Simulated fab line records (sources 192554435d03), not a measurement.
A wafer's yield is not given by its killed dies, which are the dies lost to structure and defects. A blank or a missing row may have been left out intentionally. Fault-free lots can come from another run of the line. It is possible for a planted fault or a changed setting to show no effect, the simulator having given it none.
One fault through the eyes of 2 desks || flow n5 finfet || each desk has only its own numbers; what lay behind them comes last

== THE TOOL OWNER'S DESK: pvd sputter-02 ==
The tool's own readings at N5_BEOL_M3_HM_DEP_02 (deposits TiN, target thk 20 nm): means of the sampled wafers that have a number, for each lot that ran on this tool. Marked OUT: a lot whose mean sits more than 4 standard deviations from the usual mean, which makes it out of limits; the brackets give that distance.
Columns: A = throttle valve pct at N5_BEOL_M3_HM_DEP_02, usual 30.0 %
{"lot": "L731", "first seen here": "day 8 02:28", "A": 30.0}
{"lot": "L741", "first seen here": "day 10 11:06", "A": 30.5}
{"lot": "L740", "first seen here": "day 10 11:20", "A": 30.4}
Result from this desk: across the 3 lots, nothing is out of limits.

== FROM THE METROLOGY DESK ==
Means of the sampled wafers that have a number, per lot and without regard to the tool the lot ran on: this is what the gauges read. Marked OUT: a lot whose mean sits more than 4 standard deviations from the usual mean, which makes it out of limits; the brackets give that distance. Readings shown: 7 of its 10, picked as those furthest out on some lot.
Columns: A = DIBL_P at N5_BEOL_M4_RC_MEAS_101, usual 36.3 mV/V; B = IOFF_N at N5_BEOL_M4_RC_MEAS_101, usual 0.16 nA/um; C = ION_N at N5_BEOL_M4_RC_MEAS_101, usual 676 uA/um; D = ION_P at N5_BEOL_M4_RC_MEAS_101, usual 462 uA/um; E = SS_N at N5_BEOL_M4_RC_MEAS_101, usual 71.5 mV/dec; F = VT_N at N5_BEOL_M4_RC_MEAS_101, usual 249 mV; G = VT_P at N5_BEOL_M4_RC_MEAS_101, usual -250 mV
{"lot": "L731", "first seen here": "day 9 01:38", "A": 34.8, "B": 0.14, "C": 669, "D": 460, "E": 70.4, "F": 252, "G": -249}
{"lot": "L741", "first seen here": "day 11 11:45", "A": 37.8, "B": 0.21, "C": 689, "D": 464, "E": 72.4, "F": 245, "G": -251}
{"lot": "L740", "first seen here": "day 11 14:33", "A": 34.4, "B": 0.15, "C": 667, "D": 466, "E": 71.4, "F": 249, "G": -247}
{"lot": "L749", "first seen here": "day 13 22:43", "A": 35.6, "B": 0.14, "C": 676, "D": 470, "E": 71.3, "F": 250, "G": -249}
Result from this desk: across the 4 lots, nothing is out of limits.

== PUT TOGETHER ==
Nothing out of limits was seen by the tool owner's desk.
From the metrology desk's view, nothing was out of limits.

== WHAT THE SIMULATOR HAD INSERTED ==
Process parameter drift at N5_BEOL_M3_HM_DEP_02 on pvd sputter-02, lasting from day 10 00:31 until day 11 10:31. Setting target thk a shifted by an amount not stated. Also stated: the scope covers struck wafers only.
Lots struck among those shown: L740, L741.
